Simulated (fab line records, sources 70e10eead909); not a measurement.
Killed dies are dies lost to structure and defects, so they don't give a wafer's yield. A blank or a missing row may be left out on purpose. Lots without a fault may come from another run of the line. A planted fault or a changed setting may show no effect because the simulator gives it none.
Which tool did it? | flow nand_harc | 24 lots, 72 wafers sampled, at 6 steps of a route of 1302

WHAT THE GAUGES READ, wafer by wafer
NHARC_A_M1_CD_MEAS_16. Usual: cd_nm 120.1 nm, standard deviation 0.59.
lot  | measured     | on        | cd_nm (nm)        | flag
L075 | day 22 03:01 | cd_sem-02 | 120.3 119.3 120.5 |
L076 | day 22 13:47 | cd_sem-02 | 120.0 121.0 121.2 |
L077 | day 22 15:10 | cd_sem-03 | 120.2 120.2 119.8 |
L074 | day 22 16:37 | cd_sem-03 | 120.0 120.0 120.3 |
L078 | day 23 22:19 | cd_sem-02 | 120.5 119.4 119.7 |
L080 | day 24 01:21 | cd_sem-03 | 120.7 120.2 120.9 |
L079 | day 24 02:15 | cd_sem-02 | 119.4 119.5 119.6 |
L081 | day 25 10:13 | cd_sem-02 | 120.6 119.8 119.8 |
L082 | day 25 10:35 | cd_sem-02 | 120.3 121.1 120.3 |
L083 | day 26 01:57 | cd_sem-02 | 119.5 119.6 120.6 |
L084 | day 26 03:13 | cd_sem-01 | 120.2 119.4 120.3 |
L085 | day 26 06:54 | cd_sem-01 | 120.3 120.5 121.7 |
L086 | day 26 13:01 | cd_sem-01 | 121.1 120.2 119.4 |
L087 | day 26 21:14 | cd_sem-03 | 119.7 120.9 120.5 |
L088 | day 27 14:29 | cd_sem-03 | 120.8 121.1 120.5 |
L089 | day 28 00:16 | cd_sem-01 | 118.8 119.6 118.7 |
L090 | day 28 08:39 | cd_sem-02 | 119.5 119.3 119.8 |
L091 | day 28 12:38 | cd_sem-01 | 120.2 119.4 120.3 |
L093 | day 29 03:31 | cd_sem-03 | 120.1 120.2 120.0 |
L092 | day 29 04:21 | cd_sem-03 | 120.3 119.8 120.0 |
L095 | day 30 09:25 | cd_sem-03 | 120.0 120.5 119.1 |
L094 | day 30 10:28 | cd_sem-01 | 119.5 119.9 119.0 |
L097 | day 31 11:30 | cd_sem-02 | 120.4 120.7 120.3 |
L096 | day 31 16:15 | cd_sem-02 | 119.8 120.0 119.9 |

NHARC_A_BONDPAD_CD_MEAS_13. Usual: cd_nm 499.8 nm, standard deviation 1.4.
lot  | measured     | on        | cd_nm (nm)        | flag
L075 | day 22 07:38 | cd_sem-02 | 500.7 499.3 500.7 |
L076 | day 22 18:29 | cd_sem-03 | 500.0 500.0 500.7 |
L077 | day 22 19:50 | cd_sem-02 | 499.2 500.3 501.1 |
L074 | day 22 21:20 | cd_sem-03 | 499.0 499.9 499.5 |
L078 | day 24 02:55 | cd_sem-02 | 498.2 498.2 497.0 |
L080 | day 24 06:04 | cd_sem-02 | 502.4 499.1 499.6 |
L079 | day 24 06:59 | cd_sem-02 | 501.2 497.8 500.5 |
L081 | day 25 14:58 | cd_sem-01 | 498.4 499.5 500.1 |
L082 | day 25 15:18 | cd_sem-02 | 496.9 498.7 500.6 |
L083 | day 26 06:37 | cd_sem-02 | 498.1 499.6 500.5 |
L084 | day 26 07:58 | cd_sem-02 | 500.3 501.3 502.1 |
L085 | day 26 11:41 | cd_sem-03 | 500.3 497.3 500.5 |
L086 | day 26 17:49 | cd_sem-02 | 501.3 500.2 500.8 |
L087 | day 27 01:50 | cd_sem-01 | 500.7 500.7 499.2 |
L088 | day 27 19:13 | cd_sem-01 | 497.8 499.7 501.3 |
L089 | day 28 04:52 | cd_sem-01 | 502.4 500.5 501.9 |
L090 | day 28 14:33 | cd_sem-01 | 500.2 501.7 501.5 |
L091 | day 28 17:22 | cd_sem-02 | 498.3 500.3 496.4 |
L093 | day 29 08:19 | cd_sem-03 | 499.7 498.5 499.0 |
L092 | day 29 09:07 | cd_sem-01 | 501.8 502.4 500.2 |
L095 | day 30 14:03 | cd_sem-02 | 498.7 499.4 498.1 |
L094 | day 30 15:09 | cd_sem-01 | 500.5 499.8 499.2 |
L097 | day 31 16:07 | cd_sem-02 | 499.7 501.1 499.3 |
L096 | day 31 21:13 | cd_sem-02 | 502.1 499.4 499.1 |

WHICH TOOL RAN EACH LOT (tool, then ch and the chambers of the sampled wafers, then the start)
lot  | NHARC_A_M0_ETCH_34                 | NHARC_A_M1_ETCH_35                 | NHARC_A_M1_DEGAS_29          | NHARC_A_BONDPAD_DEP_00
L075 | rie_diel-06 ch 0,1,2, day 21 22:44 | rie_diel-01 ch 1,2,3, day 22 02:47 | pvd_sputter-01, day 22 03:43 | pecvd-03 ch 0,1,2, day 22 07:38 or earlier
L076 | rie_diel-08 ch 0,2,3, day 22 09:39 | rie_diel-10 ch 0,2, day 22 13:34   | pvd_sputter-03, day 22 14:29 | pecvd-03 ch 0,2, day 22 16:47
L077 | rie_diel-12 ch 0,1,3, day 22 11:01 | rie_diel-11 ch 0,2,3, day 22 14:57 | pvd_sputter-01, day 22 15:55 | pecvd-01 ch 0,1,2, day 22 18:12
L074 | rie_diel-12 ch 0,2,3, day 22 12:28 | rie_diel-10 ch 1,3, day 22 16:23   | pvd_sputter-03, day 22 17:20 | pecvd-04 ch 0,2, day 22 19:40
L078 | rie_diel-08 ch 0,1,3, day 23 18:07 | rie_diel-01 ch 0,2, day 23 22:04   | pvd_sputter-02, day 23 23:02 | pecvd-04 ch 0,2, day 24 01:17
L080 | rie_diel-06 ch 0,2,3, day 23 21:04 | rie_diel-01 ch 0,1, day 24 01:06   | pvd_sputter-02, day 24 02:05 | pecvd-03 ch 0,1, day 24 04:25
L079 | rie_diel-08 ch 2,3, day 23 21:58   | rie_diel-11 ch 0,2,3, day 24 02:03 | pvd_sputter-03, day 24 02:59 | pecvd-04 ch 0,2, day 24 05:16
L081 | rie_diel-08 ch 0,2,3, day 25 05:58 | rie_diel-10 ch 0,2,3, day 25 10:00 | pvd_sputter-02, day 25 10:56 | pecvd-01 ch 0,1,2, day 25 13:14
L082 | rie_diel-06 ch 0,1,2, day 25 05:59 | rie_diel-10 ch 0,2,3, day 25 10:13 | pvd_sputter-01, day 25 11:18 | pecvd-01 ch 0,2, day 25 13:32
L083 | rie_diel-06 ch 1,2,3, day 25 21:44 | rie_diel-10 ch 2,3, day 26 01:43   | pvd_sputter-02, day 26 02:43 | pecvd-04 ch 0,1,2, day 26 05:02
L084 | rie_diel-08 ch 1,2,3, day 25 22:50 | rie_diel-11 ch 0,3, day 26 02:58   | pvd_sputter-02, day 26 03:56 | pecvd-04 ch 1,2, day 26 06:16
L085 | rie_diel-08 ch 0,2, day 26 02:35   | rie_diel-01 ch 0,1,3, day 26 06:41 | pvd_sputter-03, day 26 07:41 | pecvd-03 ch 1,2, day 26 11:41 or earlier
L086 | rie_diel-08 ch 1,2,3, day 26 08:42 | rie_diel-01 ch 2,3, day 26 12:48   | pvd_sputter-01, day 26 13:48 | pecvd-03 ch 0,1,2, day 26 17:49 or earlier
L087 | rie_diel-12 ch 0,1,3, day 26 16:55 | rie_diel-11 ch 2,3, day 26 21:01   | pvd_sputter-01, day 26 21:57 | pecvd-04 ch 0,1,2, day 27 00:11
L088 | rie_diel-06 ch 2,3, day 27 10:08   | rie_diel-11 ch 2,3, day 27 14:14   | pvd_sputter-03, day 27 15:12 | pecvd-01 ch 0,2, day 27 19:13 or earlier
L089 | rie_diel-12 ch 1,3, day 27 19:56   | rie_diel-11 ch 1,3, day 28 00:02   | pvd_sputter-03, day 28 01:00 | pecvd-04 ch 0,1,2, day 28 03:14
L090 | rie_diel-12 ch 0,1,2, day 28 03:55 | rie_diel-01 ch 0,1,2, day 28 08:26 | pvd_sputter-03, day 28 09:22 | pecvd-03 ch 0,1, day 28 14:33 or earlier
L091 | rie_diel-08 ch 0,1,3, day 28 07:57 | rie_diel-01 ch 0,1, day 28 12:25   | pvd_sputter-02, day 28 13:22 | pecvd-04 ch 0,1, day 28 15:39
L093 | rie_diel-12 ch 1,2,3, day 28 23:15 | rie_diel-10 ch 0,1,2, day 29 03:19 | pvd_sputter-02, day 29 04:18 | pecvd-03 ch 0,1,2, day 29 06:36
L092 | rie_diel-06 ch 0,1, day 29 00:04   | rie_diel-01 ch 1,2,3, day 29 04:09 | pvd_sputter-03, day 29 05:04 | pecvd-03 ch 0,2, day 29 07:22
L095 | rie_diel-06 ch 2,3, day 30 04:57   | rie_diel-11 ch 0,1,2, day 30 09:12 | pvd_sputter-02, day 30 10:09 | pecvd-04 ch 1,2, day 30 12:28
L094 | rie_diel-06 ch 2,3, day 30 06:17   | rie_diel-11 ch 0,2, day 30 10:16   | pvd_sputter-01, day 30 11:11 | pecvd-04 ch 0,1,2, day 30 13:26
L097 | rie_diel-08 ch 0,3, day 31 07:03   | rie_diel-01 ch 0,1,3, day 31 11:17 | pvd_sputter-03, day 31 12:13 | pecvd-01 ch 0,1, day 31 16:07 or earlier
L096 | rie_diel-06 ch 0,1,2, day 31 11:59 | rie_diel-11 ch 0,2,3, day 31 16:02 | pvd_sputter-03, day 31 16:59 | pecvd-03 ch 0,2, day 31 19:37
- NHARC_A_M0_ETCH_34: etches the open film in N2/H2, target depth 40 nm, overetch 12 nm, time 43.94 s.
- NHARC_A_M1_ETCH_35: etches the open film in N2/H2, target depth 40 nm, overetch 12 nm, time 43.94 s.
- NHARC_A_M1_DEGAS_29: time 60 s.
- NHARC_A_BONDPAD_DEP_00: deposits SiCN, target thk 250 nm.

WHAT THE TOOLS THEMSELVES READ (means of the sampled wafers that have a number; where no wafer has one, the mark that the record gives instead)
NHARC_A_M0_ETCH_34. Usual: drypump_motor_current_A 5.8 A, standard deviation 0.51; mfc_ar_sccm 0.007 sccm, standard deviation 0.013; oes_product_au 0.999 a.u., standard deviation 0.008; rf_vpp_V 431.2 V, standard deviation 2.3; showerhead_plenum_p_Torr 2.07 Torr, standard deviation 0.078; throttle_valve_pct 14.172 %, standard deviation 0.0092.
lot  | tool        | drypump_motor_current_A (A) | mfc_ar_sccm (sccm) | oes_product_au (a.u.) | rf_vpp_V (V) | showerhead_plenum_p_Torr (Torr) | throttle_valve_pct (%) | flag
L075 | rie_diel-06 | 5.9                         | 0.000              | 0.996                 | 431.7        | 2.11                            | 14.173                 |
L076 | rie_diel-08 | 5.8                         | 0.020              | 1.000                 | 430.8        | 2.04                            | 14.165                 |
L077 | rie_diel-12 | 6.2                         | 0.001              | 1.016                 | 429.7        | 2.01                            | 14.175                 |
L074 | rie_diel-12 | 6.2                         | 0.008              | 1.001                 | 430.8        | 2.05                            | 14.170                 |
L078 | rie_diel-08 | 5.6                         | 0.014              | 0.993                 | 431.4        | 2.05                            | 14.179                 |
L080 | rie_diel-06 | 5.9                         | 0.000              | 0.999                 | 432.2        | 2.10                            | 14.173                 |
L079 | rie_diel-08 | 6.3                         | 0.007              | 0.984                 | 428.7        | 2.01                            | 14.171                 |
L081 | rie_diel-08 | 5.8                         | 0.020              | 0.994                 | 430.7        | 2.04                            | 14.172                 |
L082 | rie_diel-06 | 5.9                         | 0.000              | 0.999                 | 432.5        | 2.11                            | 14.171                 |
L083 | rie_diel-06 | 5.8                         | 0.000              | 1.005                 | 433.2        | 2.13                            | 14.174                 |
L084 | rie_diel-08 | 5.9                         | 0.009              | 0.993                 | 432.3        | 2.09                            | 14.171                 |
L085 | rie_diel-08 | 5.6                         | 0.027              | 0.998                 | 431.8        | 2.10                            | 14.169                 |
L086 | rie_diel-08 | 5.8                         | 0.009              | 0.986                 | 431.5        | 2.09                            | 14.184                 |
L087 | rie_diel-12 | 6.2                         | 0.001              | 1.003                 | 428.7        | 2.01                            | 14.172                 |
L088 | rie_diel-06 | 6.1                         | 0.000              | 1.003                 | 433.2        | 2.15                            | 14.182                 |
L089 | rie_diel-12 | 6.1                         | 0.003              | 0.999                 | 430.0        | 2.03                            | 14.169                 |
L090 | rie_diel-12 | 6.0                         | 0.007              | 1.003                 | 429.0        | 2.02                            | 14.173                 |
L091 | rie_diel-08 | 5.6                         | 0.014              | 0.995                 | 430.7        | 2.05                            | 14.181                 |
L093 | rie_diel-12 | 5.9                         | 0.008              | 1.007                 | 429.2        | 2.04                            | 14.172                 |
L092 | rie_diel-06 | 5.7                         | 0.000              | 1.002                 | 430.7        | 2.06                            | 14.161                 |
L095 | rie_diel-06 | 5.9                         | 0.000              | 1.002                 | 432.4        | 2.12                            | 14.165                 |
L094 | rie_diel-06 | 5.9                         | 0.000              | 0.998                 | 433.2        | 2.12                            | 14.173                 |
L097 | rie_diel-08 | 5.6                         | 0.025              | 0.996                 | 428.8        | 2.00                            | 14.174                 |
L096 | rie_diel-06 | 5.9                         | 0.000              | 0.999                 | 432.1        | 2.11                            | 14.164                 |

NHARC_A_M1_ETCH_35. Usual: drypump_motor_current_A 5.7 A, standard deviation 0.36; mfc_ar_sccm 0.003 sccm, standard deviation 0.0082; oes_product_au 1.002 a.u., standard deviation 0.0074; rf_vpp_V 431.3 V, standard deviation 2.4; showerhead_plenum_p_Torr 2.07 Torr, standard deviation 0.085; throttle_valve_pct 14.172 %, standard deviation 0.0086.
lot  | tool        | drypump_motor_current_A (A) | mfc_ar_sccm (sccm) | oes_product_au (a.u.) | rf_vpp_V (V) | showerhead_plenum_p_Torr (Torr) | throttle_valve_pct (%) | flag
L075 | rie_diel-01 | 5.4                         | 0.000              | 0.993                 | 429.4        | 1.98                            | 14.173                 |
L076 | rie_diel-10 | 6.2                         | 0.000              | 1.002                 | 430.5        | 2.08                            | 14.166                 |
L077 | rie_diel-11 | 5.6                         | 0.000              | 1.010                 | 432.2        | 2.12                            | 14.168                 |
L074 | rie_diel-10 | 5.5                         | 0.000              | 1.007                 | 432.6        | 2.13                            | 14.164                 |
L078 | rie_diel-01 | 5.8                         | 0.000              | 1.006                 | 432.1        | 2.08                            | 14.168                 |
L080 | rie_diel-01 | 5.8                         | 0.000              | 0.999                 | 431.5        | 2.08                            | 14.169                 |
L079 | rie_diel-11 | 5.6                         | 0.000              | 0.999                 | 432.7        | 2.12                            | 14.169                 |
L081 | rie_diel-10 | 6.0                         | 0.000              | 1.014                 | 432.2        | 2.09                            | 14.172                 |
L082 | rie_diel-10 | 6.0                         | 0.000              | 1.001                 | 431.4        | 2.09                            | 14.175                 |
L083 | rie_diel-10 | 6.0                         | 0.001              | 0.997                 | 430.3        | 2.02                            | 14.170                 |
L084 | rie_diel-11 | 5.6                         | 0.000              | 1.007                 | 432.1        | 2.12                            | 14.166                 |
L085 | rie_diel-01 | 5.6                         | 0.000              | 1.000                 | 429.8        | 2.02                            | 14.170                 |
L086 | rie_diel-01 | 5.6                         | 0.000              | 0.998                 | 430.0        | 1.99                            | 14.178                 |
L087 | rie_diel-11 | 5.6                         | 0.000              | 0.994                 | 433.0        | 2.12                            | 14.173                 |
L088 | rie_diel-11 | 5.6                         | 0.000              | 1.004                 | 432.9        | 2.12                            | 14.169                 |
L089 | rie_diel-11 | 5.5                         | 0.009              | 1.004                 | 433.2        | 2.14                            | 14.176                 |
L090 | rie_diel-01 | 5.6                         | 0.000              | 0.997                 | 430.6        | 2.04                            | 14.167                 |
L091 | rie_diel-01 | 5.8                         | 0.000              | 0.998                 | 431.8        | 2.08                            | 14.171                 |
L093 | rie_diel-10 | 5.8                         | 0.000              | 1.000                 | 430.8        | 2.03                            | 14.171                 |
L092 | rie_diel-01 | 5.4                         | 0.000              | 0.992                 | 428.3        | 1.98                            | 14.175                 |
L095 | rie_diel-11 | 5.8                         | 0.009              | 1.004                 | 430.6        | 2.06                            | 14.174                 |
L094 | rie_diel-11 | 5.7                         | 0.000              | 1.002                 | 431.6        | 2.08                            | 14.174                 |
L097 | rie_diel-01 | 5.6                         | 0.000              | 1.005                 | 429.9        | 2.02                            | 14.175                 |
L096 | rie_diel-11 | 5.6                         | 0.000              | 1.003                 | 433.1        | 2.11                            | 14.172                 |

NHARC_A_M1_DEGAS_29. Usual: heater_power_w 325 W, standard deviation 39.
lot  | tool           | heater_power_w (W) | flag
L075 | pvd_sputter-01 | 333                |
L076 | pvd_sputter-03 | 304                |
L077 | pvd_sputter-01 | 315                |
L074 | pvd_sputter-03 | 318                |
L078 | pvd_sputter-02 | 299                |
L080 | pvd_sputter-02 | 310                |
L079 | pvd_sputter-03 | 356                |
L081 | pvd_sputter-02 | 313                |
L082 | pvd_sputter-01 | 341                |
L083 | pvd_sputter-02 | 296                |
L084 | pvd_sputter-02 | 303                |
L085 | pvd_sputter-03 | 282                |
L086 | pvd_sputter-01 | 316                |
L087 | pvd_sputter-01 | 340                |
L088 | pvd_sputter-03 | 319                |
L089 | pvd_sputter-03 | 362                |
L090 | pvd_sputter-03 | 356                |
L091 | pvd_sputter-02 | 317                |
L093 | pvd_sputter-02 | 313                |
L092 | pvd_sputter-03 | 303                |
L095 | pvd_sputter-02 | 309                |
L094 | pvd_sputter-01 | 328                |
L097 | pvd_sputter-03 | 313                |
L096 | pvd_sputter-03 | 325                |

NHARC_A_BONDPAD_DEP_00. Usual: heater_power_outer_w 310 W, standard deviation 50; heater_power_w 555 W, standard deviation 67.
lot  | tool     | heater_power_outer_w (W) | heater_power_w (W) | flag
L075 | pecvd-03 | 295                      | 520                |
L076 | pecvd-03 | 261                      | 504                |
L077 | pecvd-01 | 313                      | 549                |
L074 | pecvd-04 | 292                      | 543                |
L078 | pecvd-04 | 314                      | 589                |
L080 | pecvd-03 | 322                      | 532                |
L079 | pecvd-04 | 338                      | 630                |
L081 | pecvd-01 | 320                      | 563                |
L082 | pecvd-01 | 316                      | 538                |
L083 | pecvd-04 | 338                      | 608                |
L084 | pecvd-04 | 386                      | 661                |
L085 | pecvd-03 | 283                      | 512                |
L086 | pecvd-03 | 272                      | 503                |
L087 | pecvd-04 | 333                      | 603                |
L088 | pecvd-01 | 334                      | 562                |
L089 | pecvd-04 | 350                      | 627                |
L090 | pecvd-03 | 286                      | 488                |
L091 | pecvd-04 | 296                      | 545                |
L093 | pecvd-03 | 264                      | 490                |
L092 | pecvd-03 | 249                      | 483                |
L095 | pecvd-04 | 356                      | 628                |
L094 | pecvd-04 | 333                      | 598                |
L097 | pecvd-01 | 312                      | 566                |
L096 | pecvd-03 | 246                      | 477                |

THE ANSWER, worked out from the rows above alone
Rule: a lot is off if the mean of its wafers that have a number lies more than 3 standard deviations from the usual mean. A lot without any number at a reading at which 4 lots or more have one is off too. The other lots that the step has rows for count as sound. The gauges are gone through in route order, then the tools' own readings, and for those a lot's mean is taken as printed above. The first step at which some lot is off is used, and at that step the reading that is off furthest; a lot without a number counts as furthest.
No lot is off at any reading shown: from this, nothing can be told.

WHAT THE SIMULATOR HAD PUT IN
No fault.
